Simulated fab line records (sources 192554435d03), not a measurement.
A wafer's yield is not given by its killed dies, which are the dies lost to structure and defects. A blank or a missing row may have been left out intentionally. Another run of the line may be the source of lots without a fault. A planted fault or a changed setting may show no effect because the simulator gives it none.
Chamber matching -- flow n5 finfet -- 4 sister chambers for N5_ILD0_CMP_12 on cmp-01
The step polishes SiNx, stops on poly-Si, t overpolish 6 s, target thk 17.67 nm. 4 wafers are shown with their chamber, then 9 later ones without.

EACH WAFER AND ITS CHAMBER
wafer,chamber,motor current A (A)
L085.4,0,10.0
L090.1,2,9.3
L090.2,1,9.0
L090.4,3,8.6

WAFERS MISSING THEIR CHAMBER
wafer,motor current A (A)
L091.1,9.8
L091.2,8.5
L091.4,9.3
L092.1,8.6
L092.2,9.7
L092.6,9.3
L097.2,9.0
L097.5,9.1
L097.6,10.1

WHICH CHAMBER EACH WENT THROUGH
wafer,from the rows above,in truth
L091.1,0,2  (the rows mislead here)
L091.2,3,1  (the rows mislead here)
L091.4,2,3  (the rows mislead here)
L092.1,3,3
L092.2,can't be placed: 0 or 2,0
L092.6,2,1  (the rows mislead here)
L097.2,1,1
L097.5,can't be placed: 1 or 2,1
L097.6,0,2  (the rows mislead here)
2 of 9 placed correctly. Cannot be placed on the basis of these rows: 2; the candidates contain the true chamber in 2. Placed wrongly: 5.
How it was worked out, from the rows above alone: a wafer's distance from a chamber is the root of the sum, over the readings, of the square of ((its reading less the chamber's mean) divided by the reading's scatter). If the next closest chamber is less than 2 further off than the closest, the wafer can't be placed; otherwise it belongs to the closest. The mean given for a chamber averages the wafers shown for that chamber. The scatter: root of mean squared gap, hidden wafer to nearest shown wafer, with one shown wafer a chamber.
